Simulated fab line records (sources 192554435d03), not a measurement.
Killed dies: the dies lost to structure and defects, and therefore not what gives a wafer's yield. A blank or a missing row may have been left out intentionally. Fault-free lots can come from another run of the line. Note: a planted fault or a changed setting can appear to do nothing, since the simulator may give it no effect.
Lot-split experiment + flow n5Finfet + 21 wafers read from 7 lots, route of 1938 steps

THE SPLIT
At N5_BEOL_M6_ETCH_66 (etches SOC in N2/H2, target depth 80 nm, overetch 16 nm, time 120 s), the setting biasW was moved away from the recipe's 150 W on 8 of the 21 wafers read, by -11.1% to +12.0%. This setting was run at the recipe's value on the other wafers.

The reading is taken at the split's own step.

THE READING
rfVppV, in V, at N5_BEOL_M6_ETCH_66 (etches SOC in N2/H2, target depth 80 nm, overetch 16 nm, time 120 s). On this fab line, fault-free wafers typically give 525.2 V with a standard deviation of 2.5 V.

| wafer  | tool, chamber at the split | biasW as run, W | against the recipe | rfVppV, V | against lot-mates on the recipe |
|--------|----------------------------|-----------------|--------------------|-----------|---------------------------------|
| L077.1 | rieDiel-04, 0              | 150             | recipe             | 528.7     | -                               |
| L077.3 | rieDiel-04, 2              | 136.5           | -9.0%              | 492.1     | -36.6                           |
| L077.4 | rieDiel-04, 3              | 136.5           | -9.0%              | 491.2     | -37.5                           |
| L078.1 | rieDiel-05, 3              | 168             | +12.0%             | 564.8     | +38.6                           |
| L078.2 | rieDiel-05, 2              | 150             | recipe             | 525.1     | -                               |
| L078.4 | rieDiel-05, 0              | 150             | recipe             | 527.3     | -                               |
| L079.1 | rieDiel-06, 2              | 160             | +6.7%              | 551.1     | +26.6                           |
| L079.2 | rieDiel-06, 3              | 150             | recipe             | 524.8     | -                               |
| L079.6 | rieDiel-06, 3              | 150             | recipe             | 524.3     | -                               |
| L082.2 | rieDiel-06, 2              | 150             | recipe             | 526.0     | -                               |
| L082.4 | rieDiel-06, 3              | 150             | recipe             | 525.4     | -                               |
| L082.5 | rieDiel-06, 1              | 150             | recipe             | 523.9     | -                               |
| L083.1 | rieDiel-04, 3              | 160.3           | +6.9%              | 543.7     | +17.4                           |
| L083.2 | rieDiel-04, 0              | 150             | recipe             | 526.3     | -                               |
| L083.6 | rieDiel-04, 1              | 160.3           | +6.9%              | 547.5     | +21.2                           |
| L087.1 | rieDiel-05, 2              | 150             | recipe             | 526.0     | -                               |
| L087.2 | rieDiel-05, 0              | 133.4           | -11.1%             | 490.7     | -33.9                           |
| L087.4 | rieDiel-05, 2              | 150             | recipe             | 523.3     | -                               |
| L089.1 | rieDiel-05, 2              | 150             | recipe             | 525.4     | -                               |
| L089.2 | rieDiel-05, 1              | 150             | recipe             | 530.0     | -                               |
| L089.4 | rieDiel-05, 2              | 162.7           | +8.5%              | 553.9     | +26.2                           |

FIT RESULTS
A straight line over all 21 wafers: rfVppV changes by +3.37 V for each +1% of biasW; r = +0.99; the points scatter about the line by 2.4 V.
The same after taking each lot's own level away (the mean of its wafers on the recipe; 21 wafers): +3.41 V for each +1%; r = +0.99; scatter 3 V.
That fit puts the effect of the largest move of biasW on the reading at 41 V.
The span of the lots' own levels, 524.55 to 528.70 V, comes to 1.7 times the standard deviation stated above.
The two slopes agree, so the slope changes little with the lot-to-lot level.
Check: with one of the wafers moved furthest among these (+12.0%) left out of the fit, the line predicts +40.6 V for it against its lot-mates. It came out at +38.6 V against them.
Tool readings at the split's step, against how far the setting was moved: rfVppV r = +0.99.

OTHER SPLITS APPLIED TO THESE WAFERS
Note: prior to the reading, these wafers also went through further splits. Each is held against what the fit with the lots' levels taken away leaves over:
| other split on the same wafers | wafers away from the commonest value | r with rfVppV (lot level and that fit taken away) |
|--------------------------------|--------------------------------------|---------------------------------------------------|
| N5_BEOL_M4_COAT_22 spinRpm     | 8                                    | +0.28                                             |
| N5_BEOL_M4_DESCUM_33 timeS     | 8                                    | +0.27                                             |
| N5_BEOL_M5_COAT_59 spinRpm     | 11                                   | +0.07                                             |
| N5_BEOL_M5_COAT_71 spinRpm     | 9                                    | +0.10                                             |

THE FILE'S OWN FIT
rfVppV changes by +3.33 V for each +1% of biasW, r = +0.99.
